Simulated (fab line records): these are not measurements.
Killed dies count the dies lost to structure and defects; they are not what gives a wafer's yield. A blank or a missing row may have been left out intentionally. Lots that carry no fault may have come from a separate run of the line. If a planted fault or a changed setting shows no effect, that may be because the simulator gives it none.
fab line records    flow n5_finfet
[record] lots = 5  wafers = 15  last_day = 16
route steps=1938 shown FIN_SAQP@132 FIN_CUT@154 BEOL_M4@1111 PASSIVATION@1936
lots that met no fault: taken from a fault-free run of the same line
start_h: hours from the record's opening day to when the first of the lot's shown wafers began    wait_h: hours elapsed since this lot's preceding step    " the same as in the row above    L1.1+2: a single row standing in for several wafers    - value missing, or start not given    * or withheld: withheld    < > ~ a bound
route shown NAME@n: NAME is a module with steps in the file, n the number in the route of the first one    usual: mean and standard deviation over wafers with no fault    same: alike in all rows    chamber/n: place in a boat    sites: readings site by site    _std_site: the standard deviation of these    _edge_site: outer sites' mean less inner sites'    radius_mm: for every site, how far away it sits from the centre of the wafer    mask NAME#n: copy n    behind: the last tool/chamber to shape the wafer    hold: what put the lot on hold/how long, in hours/how the hold closed    device: which transistor (n, p or np) failed to switch    end of line: the tests these same wafers got at the end of their route    where a step has no rows: the recipe by itself    killed: dies lost to structure and defects at the first sort, not the wafer's yield    map: shows each die of a wafer: x if killed, . if not, _ if none is there
set.NAME: the run value of the setting; set.NAME@STEP: its run value at that earlier step    model.NAME: the simulator's own value behind a step, which no gauge read
lots at selected steps of the route; one table per step, one row per wafer
[[steps]]
[step N5_FIN_SAQP_RECESS_63]
[recipe] chemistry = HF/NH3  target = SiO2  target_depth_a = 180  afs_cycles = 3  temp_c = 30  sublimation_temp_c = 180  sublimation_time_s = 60
[step N5_FIN_SAQP_COAT_68]
[recipe] resist = SOC  temp_c = 250  time_s = 60  spin_rpm = 1500  resist_thk_nm = 100
[step N5_FIN_SAQP_ETCH_69]
[recipe] chemistry = N2/H2  target = SOC  target_depth_a = 1500  stop_on = SiNx  ion_energy_ev = 100  bias_w = 61  pressure_mtorr = 30  source_w = 850  n2_flow_sccm = 200  h2_flow_sccm = 200
[step N5_FIN_SAQP_ETCH_67]
[recipe] chemistry = CH3F/O2  target = SiNx  target_depth_a = 300  mask_material = SOC  pressure_mtorr = 30  source_w = 395  bias_w = 73  Ar_flow_sccm = 150  CH3F_flow_sccm = 30  O2_flow_sccm = 20  ion_energy_ev = 120
[step N5_FIN_SAQP_STRIP_70]
[recipe] chemistry = N2/H2  power_w = 500  temp_c = 40  pressure_mtorr = 50  rf_frequency_hz = 6e+07  overash_fraction = 0.3  bias_power_w = 28  h2_frac = 0.5  n2_flow_sccm = 300  h2_flow_sccm = 300
[step N5_FIN_SAQP_RECESS_71]
[recipe] chemistry = HF/NH3  target = SiO2  target_depth_a = 30  afs_cycles = 1  temp_c = 30  sublimation_temp_c = 180  sublimation_time_s = 60
[step N5_FIN_SAQP_SPACER2_ALD_28]
[recipe] material = SiO2  target_thk_a = 81  temp_c = 300  ald_precursor_family = BDEAS  ald_co_reactant = O2-plasma  pulse_time_s = 1  purge_time_s = 2  co_reactant_purge_time_s = 2  pressure_torr = 2
[step N5_FIN_SAQP_SPACER2_ETCHBACK_29]
[recipe] chemistry = CHF3/O2  mode = anisotropic_etchback  target = SiO2  target_depth_a = 122  time_s = 6.1  pressure_mtorr = 30  source_w = 650  bias_w = 170  Ar_flow_sccm = 200  CHF3_flow_sccm = 50  O2_flow_sccm = 5  ion_energy_ev = 200
[step N5_FIN_SAQP_MANDREL2_REMOVE_60]
[recipe] chemistry = HBr/Cl2/O2  bt_time_s = 10  target = a-Si  stop_on = SiNx  endpoint = OES-SiCl  over_etch_frac = 1  icp_w = 600  bias_w = 22  HBr_flow_sccm = 150  Cl2_flow_sccm = 80  O2_flow_sccm = 5  pressure_mtorr = 10
[step N5_FIN_SAQP_HM_OPEN_33]
[recipe] chemistry = CH3F/O2  target = SiNx  mask_material = SiO2  target_depth_a = 494  time_s = 70.6  pressure_mtorr = 30  source_w = 395  bias_w = 73  Ar_flow_sccm = 150  CH3F_flow_sccm = 30  O2_flow_sccm = 20  ion_energy_ev = 120  ends = cleared
[step N5_FIN_SAQP_ETCH_34]
[recipe] chemistry = C4F6/O2  target = SiO2  target_depth_a = 450  time_s = 15  ion_energy_ev = 250  pressure_mtorr = 30  source_w = 345  bias_w = 185  Ar_flow_sccm = 300  C4F6_flow_sccm = 10  O2_flow_sccm = 10  ends = cleared
[step N5_FIN_SAQP_STRIP_77]
[recipe] chemistry = N2/H2  time_s = 90  power_w = 100  temp_c = 40  pressure_mtorr = 100  rf_frequency_hz = 6e+07  bias_power_w = 3  n2_flow_sccm = 300  h2_flow_sccm = 300
[usual] bias_power_w = 3.000/0.0084  chamber_pressure_mTorr = 100.00/0.097  drypump_motor_current_A = 5.9/0.62  oes_product_au = 0.80/0.085  rf_vpp_V = 45.4/0.89  showerhead_plenum_p_Torr = 3.40/0.13  throttle_valve_pct = 12.12/0.2
lot.wafer  tool         chamber  start_h  wait_h  bias_power_w  chamber_pressure_mTorr  drypump_motor_current_A  oes_product_au  rf_hours_counter_h  rf_vpp_V  showerhead_plenum_p_Torr  throttle_valve_pct
L713.1     rie_diel-01  0        68.88    0.0     -             -                       -                        -               -                   -         -                         -
L713.3     "            3        "        "       -             -                       -                        -               -                   -         -                         -
L713.4     "            1        "        "       -             -                       -                        -               -                   -         -                         -
L714.2     rie_diel-01  2        74.49    0.0     -             -                       -                        -               -                   -         -                         -
L714.3     "            1        "        "       -             -                       -                        -               -                   -         -                         -
L714.4     "            0        "        "       -             -                       -                        -               -                   -         -                         -
L715.2     rie_diel-01  0        80.87    0.0     -             -                       -                        -               -                   -         -                         -
L715.5     "            2        "        "       -             -                       -                        -               -                   -         -                         -
L715.6     "            1        "        "       -             -                       -                        -               -                   -         -                         -
L716.2     rie_diel-01  0        86.35    0.0     3.004         99.92                   6.8                      0.76            136                 46.2      3.37                      12.13
L716.4     "            3        "        "       2.999         99.98                   5.1                      0.89            22                  44.6      3.32                      11.79
L716.5     "            3        "        "       3.000         99.99                   5.1                      0.89            -                   45.4      3.32                      11.79
L724.1     rie_diel-01  1        134.79   0.0     2.992         100.14                  6.1                      0.83            76                  46.8      3.56                      12.17
L724.2     "            0        "        "       2.996         99.98                   6.8                      0.75            151                 45.2      3.36                      12.15
L724.3     "            2        "        "       3.003         99.89                   4.9                      0.72            175                 44.9      3.24                      12.27
[step N5_FIN_SAQP_ETCH_64]
[recipe] chemistry = CF4  target = SiO2  target_depth_a = 15  ion_energy_ev = 350  pressure_mtorr = 10  icp_w = 800  bias_w = 400  cf4_flow_sccm = 80
[step N5_FIN_SAQP_FIN_ETCH_36]
[recipe] chemistry = HBr/Cl2/O2  target_depth_a = 1200  mask_material = SiNx  time_s = 50.4  bias_w = 102  pressure_mtorr = 10  icp_w = 800  HBr_flow_sccm = 150  Cl2_flow_sccm = 80  O2_flow_sccm = 12
[step N5_FIN_SAQP_PRECLEAN_38]
[recipe] chemistry = O3/DIW  time_s = 45  temp_c = 22  o3_ppm = 10
[step N5_FIN_SAQP_PRECLEAN_45]
[recipe] chemistry = dHF  time_s = 10  dilution = 500:1  temp_c = 25
[step N5_FIN_SAQP_SRD_39]
[recipe] dry = ipa_marangoni  time_s = 30  temp_c = 23  rinse_liquid = diw
[step N5_FIN_SAQP_INSPECT_40]
[recipe] inspect_instrument = brightfield  mode = aei
[usual] raw_defect_count = 189/47
lot.wafer  tool               chamber  start_h  wait_h  raw_defect_count
L713.1     defect_inspect-01  -        69.36    0.0     778
L713.3     "                  -        "        "       793
L713.4     "                  -        "        "       775
L714.2     defect_inspect-01  -        74.94    0.0     914
L714.3     "                  -        "        "       765
L714.4     "                  -        "        "       799
L715.2     defect_inspect-01  -        81.31    0.0     771
L715.5     "                  -        "        "       798
L715.6     "                  -        "        "       856
L716.2     defect_inspect-02  -        86.80    0.0     284
L716.4     "                  -        "        "       242
L716.5     "                  -        "        "       266
L724.1     defect_inspect-01  -        135.24   0.0     221
L724.2     "                  -        "        "       205
L724.3     "                  -        "        "       142
[step N5_FIN_CUT_COAT_18]
[recipe] resist = SOC  temp_c = 250  time_s = 60  spin_rpm = 1500  resist_thk_nm = 230
[step N5_FIN_CUT_COAT_19]
[recipe] resist = SiARC  temp_c = 220  time_s = 60  spin_rpm = 1500  resist_thk_nm = 20
[step N5_FIN_CUT_COAT_29]
[recipe] resist = underlayer  temp_c = 205  time_s = 60  spin_rpm = 1500  resist_thk_nm = 10
[step N5_FIN_CUT_COAT_02]
[recipe] resist = CAR-EUV  spin_rpm = 1500  resist_thk_nm = 30
[step N5_FIN_CUT_EBR_04]
[recipe] solvent = PGMEA  ebr_width_mm = 1.5
[step N5_FIN_CUT_SOFTBAKE_03]
[recipe] temp_c = 110  time_s = 60  resist = CAR-EUV
[step N5_FIN_CUT_EXPOSE_05]
[recipe] mask_id = FIN_CUT  na = 0.33  source_shape = annular  sigma_inner = 0.35  sigma_outer = 0.8  polarization = unpolarized  dose_mj = 45.75
[step N5_FIN_CUT_PEB_06]
[recipe] peb_temp_c = 100  peb_time_s = 60  resist = CAR-EUV
[step N5_FIN_CUT_DEVELOP_07]
[recipe] develop_time_s = 30  developer = TMAH  resist = CAR-EUV  rinse_liquid = surfactant_rinse  dry = air_spin  dev_temp_c = 23
[step N5_FIN_CUT_INSPECT_10]
[recipe] mode = adi  inspect_instrument = brightfield
[usual] raw_defect_count = 35/8.8
lot.wafer  tool               chamber  start_h  wait_h  raw_defect_count
L713.1     defect_inspect-01  -        69.75    0.1     233
L713.3     "                  -        "        "       245
L713.4     "                  -        "        "       213
L714.2     defect_inspect-02  -        75.46    0.0     236
L714.3     "                  -        "        "       230
L714.4     "                  -        "        "       205
L715.2     defect_inspect-02  -        81.78    0.0     206
L715.5     "                  -        "        "       228
L715.6     "                  -        "        "       212
L716.2     defect_inspect-02  -        87.32    0.0     36
L716.4     "                  -        "        "       47
L716.5     "                  -        "        "       52
L724.1     defect_inspect-02  -        135.63   0.1     42
L724.2     "                  -        "        "       37
L724.3     "                  -        "        "       19
[step N5_FIN_CUT_DESCUM_13]
[recipe] chemistry = O2  time_s = 7  source_power_w = 50  bias_power_w = 20  pressure_mtorr = 20  rf_frequency_hz = 2.712e+07  temp_c = 40  resist = CAR-EUV  o2_flow_sccm = 225
[step N5_FIN_CUT_ETCH_30]
[recipe] chemistry = N2/H2  target = underlayer  target_depth_a = 130  mask_material = CAR-EUV  time_s = 10.4  ion_energy_ev = 200  pressure_mtorr = 30  source_w = 840  bias_w = 150  n2_flow_sccm = 200  h2_flow_sccm = 200  ends = cleared
[step N5_FIN_CUT_ETCH_20]
[recipe] chemistry = CF4  target = SiARC  target_depth_a = 260  mask_material = CAR-EUV  time_s = 43.3  ion_energy_ev = 80  pressure_mtorr = 40  source_w = 545  bias_w = 36  Ar_flow_sccm = 100  cf4_flow_sccm = 100  ends = cleared
[step N5_FIN_CUT_ETCH_21]
[recipe] chemistry = N2/H2  target = SOC  target_depth_a = 2190  overetch_a = 438  mask_material = SiARC  temp_c = 40  ion_energy_ev = 100  bias_w = 61  time_s = 523.5  pressure_mtorr = 30  source_w = 850  n2_flow_sccm = 200  h2_flow_sccm = 200
[step N5_FIN_CUT_STRIP_23]
[recipe] chemistry = N2/H2  temp_c = 40  n2_flow_sccm = 200  h2_flow_sccm = 200  rf_frequency_hz = 6e+07
[step N5_FIN_CUT_STRIP_31]
[recipe] chemistry = N2/H2  temp_c = 40  n2_flow_sccm = 200  h2_flow_sccm = 200  rf_frequency_hz = 6e+07
[step N5_FIN_CUT_STRIP_24]
[recipe] chemistry = CF4  resist = SiARC  power_w = 300  bias_power_w = 75  pressure_mtorr = 50  cf4_flow_sccm = 150  rf_frequency_hz = 6e+07
[step N5_FIN_CUT_CUT_ETCH_26]
[recipe] chemistry = CH3F/O2  target = SiNx  target_depth_a = 390  mask_material = SOC  time_s = 55.7  pressure_mtorr = 30  source_w = 395  bias_w = 73  Ar_flow_sccm = 150  CH3F_flow_sccm = 30  O2_flow_sccm = 20  ion_energy_ev = 120
[step N5_FIN_CUT_INSPECT_17]
[recipe] inspect_instrument = brightfield  mode = aei
[usual] raw_defect_count = 191/48
lot.wafer  tool               chamber  start_h  wait_h  raw_defect_count
L713.1     defect_inspect-01  -        70.69    0.0     778
L713.3     "                  -        "        "       789
L713.4     "                  -        "        "       787
L714.2     defect_inspect-02  -        76.59    0.0     894
L714.3     "                  -        "        "       756
L714.4     "                  -        "        "       803
L715.2     defect_inspect-02  -        82.74    0.0     761
L715.5     "                  -        "        "       793
L715.6     "                  -        "        "       850
L716.2     defect_inspect-02  -        88.27    0.0     265
L716.4     "                  -        "        "       236
L716.5     "                  -        "        "       251
L724.1     defect_inspect-01  -        136.59   0.0     219
L724.2     "                  -        "        "       190
L724.3     "                  -        "        "       135
[step N5_BEOL_M4_RC_MEAS_101]
[usual] DIBL_N = 36.3/1.8  DIBL_P = 36.5/2.1  IOFF_N = 0.16/0.031  IOFF_P = 0.22/0.038  ION_N = 677/12  ION_P = 466/7.8  SS_N = 71.5/0.61  SS_P = 73.2/0.7  VT_N = 249/3  VT_P = -248.9/3
lot.wafer  tool       chamber  start_h  wait_h  DIBL_N[mV/V]  DIBL_P[mV/V]  IOFF_N[nA/um]  IOFF_P[nA/um]  ION_N[uA/um]  ION_P[uA/um]  SS_N[mV/dec]  SS_P[mV/dec]  VT_N[mV]  VT_P[mV]
L713.1     prober-02  0        216.87   0.0     37.0          39.4          0.22           0.31           692           484           71.1          73.6          242       -241.3
L713.3     "          0        "        "       37.5          40.0          0.22           0.31           707           490           71.5          73.4          241       -240.8
L713.4     "          0        "        "       36.3          38.1          0.19           0.28           680           473           71.8          73.4          246       -241.1
L714.2     prober-02  0        226.26   0.2     36.9          37.8          0.15           0.19           671           463           71.3          73.4          252       -254.9
L714.3     "          0        "        "       36.9          37.2          0.15           0.20           669           459           71.2          73.2          252       -253.2
L714.4     "          0        "        "       36.4          36.7          0.15           0.18           677           463           70.9          73.2          249       -254.6
L715.2     prober-02  0        234.46   0.2     36.0          36.6          0.17           0.23           678           470           71.8          74.2          247       -246.4
L715.5     "          0        "        "       33.5          33.9          0.13           0.19           668           464           71.0          73.2          252       -249.8
L715.6     "          0        "        "       35.6          37.2          0.17           0.24           668           467           72.1          73.2          248       -243.2
L716.2     prober-01  0        236.95   0.2     36.4          35.9          0.14           0.20           676           473           71.2          72.5          251       -250.9
L716.4     "          0        "        "       39.8          38.5          0.19           0.24           682           465           71.5          73.9          247       -249.4
L716.5     "          0        "        "       37.5          35.8          0.15           0.19           674           460           71.9          73.0          253       -252.9
L724.1     prober-02  0        281.12   0.0     34.7          34.4          0.14           0.19           663           455           70.9          72.5          252       -250.7
L724.2     "          0        "        "       34.6          35.3          0.15           0.20           673           465           71.3          72.4          249       -251.3
L724.3     "          0        "        "       35.9          36.2          0.16           0.21           670           459           71.9          72.8          251       -249.7
[step N5_PASSIVATION_PROBE_49]
[usual] defect_limited_yield = 91.2/1.5  killed_at_M0_to_M3 = 33/9.6  killed_at_M4_up = 14/5.6  killed_at_contacts = 14/5.5  killed_at_front_end = 40/13  killed_at_other = 4/3  killed_dies = 104/17  killed_open = 68/13  killed_short = 33/7.2  sort_bin_5_function = 5.2/0.95  sort_bin_6_memory = 3.3/0.62  sort_n_pass = 1076/17  sort_yield_pct = 91.2/1.5
[same] gross_dies = 1180  killed_at_back_side = 0  sort_bin_4_leakage[%] = 0  sort_bin_8_speed[%] = 0
lot.wafer  tool       chamber  start_h  wait_h  defect_limited_yield[%]  killed_at_M0_to_M3  killed_at_M4_up  killed_at_contacts  killed_at_front_end  killed_at_other  killed_dies  killed_open  killed_short  sort_bin_5_function[%]  sort_bin_6_memory[%]  sort_n_pass  sort_yield_pct[%]
L713.1     prober-01  -        322.49   0.0     90.3                     46                  11               25                  31                   1                114          71           40            4.9                     4.1                   1066         90.3
L713.3     prober-01  -        322.59   0.1     92.0                     26                  10               21                  34                   3                94           63           31            5.2                     2.5                   1086         92.0
L713.4     prober-01  -        322.64   0.2     90.3                     32                  14               26                  43                   0                115          74           36            4.7                     4.1                   1065         90.3
L714.2     prober-02  -        331.95   0.1     90.0                     25                  20               12                  60                   1                118          75           41            6.0                     3.6                   1062         90.0
L714.3     prober-02  -        332.00   0.1     90.5                     34                  26               12                  39                   1                112          78           32            5.9                     3.5                   1068         90.5
L714.4     prober-02  -        332.05   0.2     90.8                     42                  8                14                  44                   0                108          68           38            5.3                     3.5                   1072         90.8
L715.2     prober-02  -        347.20   0.3     90.3                     15                  17               27                  51                   5                115          79           35            5.8                     3.8                   1065         90.3
L715.5     prober-02  -        347.35   0.4     91.0                     33                  12               16                  39                   6                106          69           34            5.5                     3.1                   1074         91.0
L715.6     prober-02  -        347.40   0.5     90.2                     32                  13               19                  48                   4                116          77           36            6.1                     3.1                   1064         90.2
// killed by level:class
L713.1 MOL_CONTACT_COAG:geometric_particle:open=17 BEOL_M0_SAQP:geometric_particle:short=12 BEOL_M2:geometric_particle:open=10 BEOL_M0_SAQP:geometric_particle:open=9 MOL_CONTACT_COAG:geometric_particle:short=8 FIN_SAQP:geometric_particle:open=7 STI_FIN_REVEAL:geometric_particle:open=4 STARTING-WAFER:geometric_particle:short=4
L713.3 MOL_CONTACT_COAG:geometric_particle:open=18 STI_FIN_REVEAL:geometric_particle:open=9 FIN_SAQP:geometric_particle:short=7 BEOL_M2:geometric_particle:open=7 BEOL_M3:geometric_particle:open=6 BEOL_M0_SAQP:geometric_particle:open=5 GATE_CUT:geometric_particle:short=4 STARTING-WAFER:geometric_particle:open=4
L713.4 MOL_CONTACT_COAG:geometric_particle:open=18 BEOL_M2:geometric_particle:open=11 MOL_CONTACT_COAG:geometric_particle:short=8 BEOL_M4:geometric_particle:open=8 BEOL_M0_SAQP:geometric_particle:short=7 FIN_SAQP:geometric_particle:short=6 STI_FIN_REVEAL:geometric_particle:open=6 BEOL_M3:geometric_particle:open=5
L714.2 FIN_SAQP:geometric_particle:short=18 MOL_CONTACT_COAG:geometric_particle:open=11 FIN_SAQP:geometric_particle:open=8 STI_FIN_REVEAL:geometric_particle:open=8 BEOL_M1:geometric_particle:open=7 GATE_CUT:geometric_particle:short=5 BEOL_M2:geometric_particle:open=5 BEOL_M5:geometric_particle:open=5
L714.3 BEOL_M2:geometric_particle:open=16 FIN_SAQP:geometric_particle:open=11 MOL_CONTACT_COAG:geometric_particle:open=10 FIN_SAQP:geometric_particle:short=8 BEOL_M4:geometric_particle:open=7 BEOL_M4:geometric_particle:short=5 BEOL_M5:geometric_particle:open=5 ILD0:geometric_particle:open=4
L714.4 FIN_SAQP:geometric_particle:open=11 BEOL_M0_SAQP:geometric_particle:open=10 MOL_CONTACT_COAG:geometric_particle:open=9 BEOL_M0_SAQP:geometric_particle:short=9 STI_FIN_REVEAL:geometric_particle:open=7 FIN_SAQP:geometric_particle:short=6 BEOL_M2:geometric_particle:open=6 BEOL_M3:geometric_particle:open=6
L715.2 FIN_SAQP:geometric_particle:open=21 MOL_CONTACT_COAG:geometric_particle:open=20 FIN_SAQP:geometric_particle:short=13 STI_FIN_REVEAL:geometric_particle:open=7 MOL_CONTACT_COAG:geometric_particle:short=6 BEOL_M3:geometric_particle:open=6 BEOL_M4:geometric_particle:open=6 BEOL_M4:geometric_particle:short=3
L715.5 MOL_CONTACT_COAG:geometric_particle:open=12 FIN_SAQP:geometric_particle:open=11 BEOL_M3:geometric_particle:open=10 BEOL_M0_SAQP:geometric_particle:open=9 BEOL_M0_SAQP:geometric_particle:short=6 FIN_SAQP:geometric_particle:short=4 ILD0:geometric_particle:open=4 GATE_CUT:geometric_particle:short=4
L715.6 MOL_CONTACT_COAG:geometric_particle:open=14 FIN_SAQP:geometric_particle:open=12 FIN_SAQP:geometric_particle:short=10 BEOL_M0_SAQP:geometric_particle:open=9 ILD0:geometric_particle:open=5 MOL_CONTACT_COAG:geometric_particle:short=5 BEOL_M1:geometric_particle:open=5 BEOL_M3:geometric_particle:open=5
[[key]]
[first_sign] step = N5_FIN_SAQP_STRIP_77  reading = tool_record  direction = missing
[effect] step = N5_FIN_SAQP_INSPECT_40  reading = raw_defect_count  direction = up  sigmas = 13  usual = 189  struck = 805
[effect] step = N5_FIN_CUT_INSPECT_10  reading = raw_defect_count  direction = up  sigmas = 21  usual = 35  struck = 223
[effect] step = N5_FIN_CUT_INSPECT_17  reading = raw_defect_count  direction = up  sigmas = 13  usual = 191  struck = 801
met_at N5_FIN_SAQP_STRIP_77
struck_wafers L713.1,L713.3,L713.4,L714.2,L714.3,L714.4,L715.2,L715.5,L715.6
[fault] kind = skipped_step_whole  tool = rie_diel-01  chamber = -  onset_h = 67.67  steps = N5_FIN_SAQP_STRIP_77  scope = struck_lots_only
